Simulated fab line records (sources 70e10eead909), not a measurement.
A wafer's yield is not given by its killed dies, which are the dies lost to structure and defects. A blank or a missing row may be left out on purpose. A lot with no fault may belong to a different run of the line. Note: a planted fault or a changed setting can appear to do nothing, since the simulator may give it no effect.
Chamber matching	flow nand_harc	NHARC_P_M1_PRE_CLEAN_32 on pecvd-03: 3 sister chambers
The step time 12 s. 6 wafers are shown with their chamber, then 7 later ones without.

WAFERS PAIRED WITH THEIR CHAMBERS
wafer	chamber	heater_power_w (W)
L083.4	2	596
L089.1	2	625
L089.2	0	614
L089.3	1	766
L094.2	1	729
L094.3	0	667

WAFERS WITHOUT THEIR CHAMBER
wafer	heater_power_w (W)
L094.6	682
L093.1	562
L093.2	694
L093.4	703
L093.3	613
L093.5	570
L093.6	577

THE CHAMBER EACH PASSED THROUGH
wafer	from the rows above	in truth
L094.6	can't be placed: 0 or 1 or 2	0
L093.1	can't be placed: 2 or 0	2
L093.2	can't be placed: 0 or 1 or 2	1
L093.4	can't be placed: 1 or 0 or 2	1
L093.3	can't be placed: 2 or 0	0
L093.5	can't be placed: 2 or 0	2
L093.6	can't be placed: 2 or 0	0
Correctly placed: 0 of 7. Unplaceable from these rows: 7, with the true chamber sitting among the candidates in 7. Placed wrongly: 0.
How it was worked out, from the rows above alone: a wafer's distance from a chamber is the root of the sum, over the readings, of the square of ((its reading less the chamber's mean) divided by the reading's scatter). The wafer belongs to the nearest chamber; if the next one is less than 2 further off, it can't be placed. Each chamber's mean is taken over the wafers shown for it. The scatter: the root of (the sum of the squares of (reading less its chamber's mean) over the shown wafers, divided by (wafers less chambers)).
